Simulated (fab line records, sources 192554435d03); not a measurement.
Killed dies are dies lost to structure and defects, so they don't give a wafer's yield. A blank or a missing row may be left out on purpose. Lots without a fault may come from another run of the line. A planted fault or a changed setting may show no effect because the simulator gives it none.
One fault seen from 3 desks | flow n5_finfet | each desk has only its own numbers; what lay behind them comes last

THE METROLOGY DESK
What the gauges read, lot by lot, whatever tool the lot ran on: means of the sampled wafers that have a number. A lot is out of limits, marked OUT, if its mean lies more than 4 standard deviations from the usual mean; the brackets give that distance. Of its 13 readings 7 are shown: the one that was out of limits first, and those that lie furthest out on some lot.
Columns: A = DIBL_N at N5_BEOL_M4_RC_MEAS_101, usual 36.1 mV/V; B = IOFF_N at N5_BEOL_M4_RC_MEAS_101, usual 0.154 nA/um; C = ION_N at N5_BEOL_M4_RC_MEAS_101, usual 673 uA/um; D = REXT_N at N5_BEOL_M4_RC_MEAS_101, usual 75.1 ohm.um; E = SS_N at N5_BEOL_M4_RC_MEAS_101, usual 71.6 mV/dec; F = VT_N at N5_BEOL_M4_RC_MEAS_101, usual 250.5 mV; G = VT_N_LVT at N5_BEOL_M4_RC_MEAS_101, usual 100 mV
lot  | first seen here | A    | B     | C              | D               | E    | F     | G
L276 | day 3 02:52     | 37.5 | 0.164 | 664            | 78.1            | 72.4 | 252.9 | 101
L280 | day 4 03:16     | 37.1 | 0.156 | 661            | 75.6            | 71.7 | 251.5 | 103
L281 | day 4 08:04     | 36.2 | 0.151 | 670            | 76.1            | 71.8 | 249.4 | 98
L284 | day 5 04:55     | 35.8 | 0.146 | 686            | 73.2            | 72.1 | 250.5 | 100
L285 | day 5 09:34     | 36.7 | 0.165 | 678            | 75.3            | 71.7 | 247.9 | 96
L286 | day 5 12:32     | 34.5 | 0.147 | 674            | 74.9            | 71.0 | 251.6 | 100
L294 | day 7 18:58     | 30.4 | 0.082 | 628 (-4.5) OUT | 86.2 (+6.2) OUT | 70.1 | 259.7 | 109
L296 | day 8 07:43     | 29.8 | 0.084 | 635            | 87.0 (+6.6) OUT | 70.5 | 258.0 | 107
L297 | day 8 12:25     | 35.9 | 0.145 | 674            | 72.8            | 71.3 | 250.3 | 99
L298 | day 8 15:48     | 35.9 | 0.156 | 678            | 75.5            | 71.9 | 250.1 | 101
This desk's finding: out of limits on L294, L296; first on L294, day 13 10:14 (ION_N at N5_BEOL_M4_RC_MEAS_101). In limits: L276, L280, L281, L284, L285, L286, L297, L298.

THE TOOL OWNER'S DESK: epi_rpcvd-01
The tool's own readings at N5_SD_EPI_N_VAPOR_ETCH_50 (etches Si in HCl, time 54 s): means of the sampled wafers that have a number, for each lot that ran on this tool. A lot is out of limits, marked OUT, if its mean lies more than 4 standard deviations from the usual mean; the brackets give that distance.
Columns: A = susceptor_temp_C at N5_SD_EPI_N_VAPOR_ETCH_50, usual 775.0 C; B = throttle_valve_pct at N5_SD_EPI_N_VAPOR_ETCH_50, usual 11.90 %
lot  | first seen here | A               | B
L276 | day 3 04:29     | 775.1           | 11.68
L281 | day 4 09:40     | 774.9           | 11.64
L284 | day 5 06:29     | 774.9           | 11.78
L285 | day 5 11:22     | 775.4           | 11.71
L294 | day 7 20:44     | 761.6 (-37) OUT | 11.57
L296 | day 8 09:23     | 761.5 (-38) OUT | 11.57
This desk's finding: out of limits on L294, L296; first on L294, day 7 20:44 (susceptor_temp_C at N5_SD_EPI_N_VAPOR_ETCH_50). In limits: L276, L281, L284, L285.

THE DEFECT DESK
What the inspections along the route counted, lot by lot: means of the sampled wafers that have a number. A lot is out of limits, marked OUT, if its mean lies more than 4 standard deviations from the usual mean; the brackets give that distance.
Columns: A = raw_defect_count at N5_DUMMY_GATE_INSPECT_27, usual 321
lot  | first seen here | A
L276 | day 3 01:49     | 267
L280 | day 4 02:13     | 337
L281 | day 4 07:01     | 200
L284 | day 5 02:25     | 389
L285 | day 5 08:32     | 320
L286 | day 5 11:29     | 272
L294 | day 7 17:38     | 290
L296 | day 8 06:48     | 322
L297 | day 8 11:10     | 245
L298 | day 8 14:38     | 384
This desk's finding: nothing out of limits on any of the 10 lots.

PUT TOGETHER
The tool owner's desk could have raised an alarm at day 7 20:44, on L294, L296.
The metrology desk could have raised an alarm at day 13 10:14, on L294, L296.
The defect desk saw nothing out of limits.
The defect desk has L294, L296 on record, within its limits.
Of the lots named, all ran N5_SD_EPI_N_VAPOR_ETCH_50 on epi_rpcvd-01.

WHAT THE SIMULATOR HAD PUT IN
Process parameter drift: epi_rpcvd-01, from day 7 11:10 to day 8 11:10, at N5_SD_EPI_N_VAPOR_ETCH_50. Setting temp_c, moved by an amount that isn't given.
Lots struck among those shown: L294, L296.
Hours from the fault's start to each desk's first reading out of limits: the tool owner's desk, 10; the metrology desk, 143.
